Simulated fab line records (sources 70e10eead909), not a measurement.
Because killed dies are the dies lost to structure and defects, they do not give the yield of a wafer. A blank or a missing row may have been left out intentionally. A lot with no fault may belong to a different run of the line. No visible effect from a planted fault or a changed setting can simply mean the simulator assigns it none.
Chamber matching || flow nand-harc || NHARC_A_CHANNEL_HOLE_D1_DESCUM_15 on rie-diel-10 has 4 sister chambers
The step chemistry O2, time 3 s. 8 wafers are shown with their chamber, then 8 later ones without.

WAFERS WITH THEIR CHAMBER
{"wafer": "L624.2", "chamber": 0, "showerhead-plenum-p-Torr (Torr)": 2.04, "drypump-motor-current-A (A)": 5.5}
{"wafer": "L633.2", "chamber": 1, "showerhead-plenum-p-Torr (Torr)": 1.79, "drypump-motor-current-A (A)": 5.4}
{"wafer": "L634.3", "chamber": 3, "showerhead-plenum-p-Torr (Torr)": 1.84, "drypump-motor-current-A (A)": 5.6}
{"wafer": "L634.5", "chamber": 2, "showerhead-plenum-p-Torr (Torr)": 1.98, "drypump-motor-current-A (A)": 5.1}
{"wafer": "L635.1", "chamber": 0, "showerhead-plenum-p-Torr (Torr)": 2.04, "drypump-motor-current-A (A)": 5.5}
{"wafer": "L635.2", "chamber": 1, "showerhead-plenum-p-Torr (Torr)": 1.79, "drypump-motor-current-A (A)": 5.3}
{"wafer": "L635.3", "chamber": 2, "showerhead-plenum-p-Torr (Torr)": 1.98, "drypump-motor-current-A (A)": 5.1}
{"wafer": "L636.2", "chamber": 3, "showerhead-plenum-p-Torr (Torr)": 1.83, "drypump-motor-current-A (A)": 5.6}

WAFERS WITH NO CHAMBER GIVEN
{"wafer": "L636.3", "showerhead-plenum-p-Torr (Torr)": 1.98, "drypump-motor-current-A (A)": 5.1}
{"wafer": "L636.5", "showerhead-plenum-p-Torr (Torr)": 1.98, "drypump-motor-current-A (A)": 5.1}
{"wafer": "L638.2", "showerhead-plenum-p-Torr (Torr)": 1.98, "drypump-motor-current-A (A)": 5.1}
{"wafer": "L638.3", "showerhead-plenum-p-Torr (Torr)": 2.04, "drypump-motor-current-A (A)": 5.5}
{"wafer": "L638.6", "showerhead-plenum-p-Torr (Torr)": 1.79, "drypump-motor-current-A (A)": 5.3}
{"wafer": "L639.3", "showerhead-plenum-p-Torr (Torr)": 1.83, "drypump-motor-current-A (A)": 5.6}
{"wafer": "L639.5", "showerhead-plenum-p-Torr (Torr)": 1.83, "drypump-motor-current-A (A)": 5.6}
{"wafer": "L639.6", "showerhead-plenum-p-Torr (Torr)": 1.98, "drypump-motor-current-A (A)": 5.1}

EACH ONE'S CHAMBER
{"wafer": "L636.3", "from the rows above": 2, "in truth": 2}
{"wafer": "L636.5", "from the rows above": 2, "in truth": 2}
{"wafer": "L638.2", "from the rows above": 2, "in truth": 2}
{"wafer": "L638.3", "from the rows above": 0, "in truth": 0}
{"wafer": "L638.6", "from the rows above": 1, "in truth": 1}
{"wafer": "L639.3", "from the rows above": 3, "in truth": 3}
{"wafer": "L639.5", "from the rows above": 3, "in truth": 3}
{"wafer": "L639.6", "from the rows above": 2, "in truth": 2}
Correctly placed: 8 of 8. Can't be placed from these rows: 0. Placed wrongly: 0.
How it was worked out, from the rows above alone: a wafer's distance from a chamber is the root of the sum, over the readings, of the square of ((its reading less the chamber's mean) divided by the reading's scatter). If the next closest chamber is less than 2 further off than the closest, the wafer can't be placed; otherwise it belongs to the closest. The mean given for a chamber averages the wafers shown for that chamber. The scatter: the root of (the sum of the squares of (reading less its chamber's mean) over the shown wafers, divided by (wafers less chambers)).
